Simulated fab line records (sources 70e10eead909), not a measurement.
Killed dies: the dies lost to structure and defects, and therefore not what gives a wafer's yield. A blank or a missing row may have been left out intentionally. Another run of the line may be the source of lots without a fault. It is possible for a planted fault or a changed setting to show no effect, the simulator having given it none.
2 desks, one fault + flow nand_harc + numbers are kept per desk, each desk with only its own; the story behind them comes last

## FROM THE METROLOGY DESK
What the gauges read, lot by lot, whatever tool the lot ran on: means of the sampled wafers that have a number. The brackets show how far a lot's mean lies from the usual mean; more than 4 standard deviations puts the lot out of limits, marked OUT.
Columns: A = cd_nm at NHARC_THIN_TSV_CD_MEAS_37, usual 5000.2 nm
| lot  | first seen here | A      |
|------|-----------------|--------|
| L272 | day 18 22:41    | 4998.0 |
| L273 | day 19 00:20    | 4998.8 |
| L274 | day 19 10:40    | 5000.2 |
| L276 | day 19 11:51    | 4998.4 |
| L275 | day 19 13:16    | 5000.4 |
| L277 | day 20 07:20    | 5001.4 |
| L278 | day 20 22:50    | 5002.8 |
| L286 | day 22 13:35    | 4998.8 |
| L288 | day 22 22:14    | 5001.8 |
| L289 | day 23 08:51    | 5001.0 |
| L291 | day 24 03:19    | 4995.8 |
| L292 | day 24 03:35    | 5002.0 |
| L295 | day 24 12:20    | 4997.5 |
This desk's finding: nothing out of limits on any of the 13 lots.

## TOOL OWNER'S DESK, rie_diel-04
The tool's own readings at NHARC_A_STAIRCASE_ETCH_236 (etches the open film in C4F8/O2, target depth 100 nm, time 40.5 s): means of the sampled wafers that have a number, for each lot that ran on this tool. The brackets show how far a lot's mean lies from the usual mean; more than 4 standard deviations puts the lot out of limits, marked OUT.
Columns: A = bias_w at NHARC_A_STAIRCASE_ETCH_236, usual 1000 W; B = oes_product_au at NHARC_A_STAIRCASE_ETCH_236, usual 0.943 a.u.; C = rf_vpp_V at NHARC_A_STAIRCASE_ETCH_236, usual 894 V
| lot  | first seen here | A    | B     | C   |
|------|-----------------|------|-------|-----|
| L272 | day 11 07:43    | 1003 | 0.948 | 889 |
| L274 | day 11 16:23    | 995  | 0.941 | 896 |
| L273 | day 11 17:23    | 1001 | 0.946 | 892 |
| L275 | day 12 05:46    | 998  | 0.939 | 894 |
| L277 | day 12 14:16    | 998  | 0.930 | 894 |
| L286 | day 15 03:00    | 1001 | 0.944 | 890 |
| L288 | day 15 08:39    | 999  | 0.941 | 893 |
| L289 | day 15 21:14    | 1000 | 0.951 | 897 |
This desk's finding: nothing out of limits on any of the 8 lots.

## PUT TOGETHER
From the metrology desk's view, nothing was out of limits.
Nothing out of limits was seen by the tool owner's desk.

## WHAT WAS PUT IN BY THE SIMULATOR
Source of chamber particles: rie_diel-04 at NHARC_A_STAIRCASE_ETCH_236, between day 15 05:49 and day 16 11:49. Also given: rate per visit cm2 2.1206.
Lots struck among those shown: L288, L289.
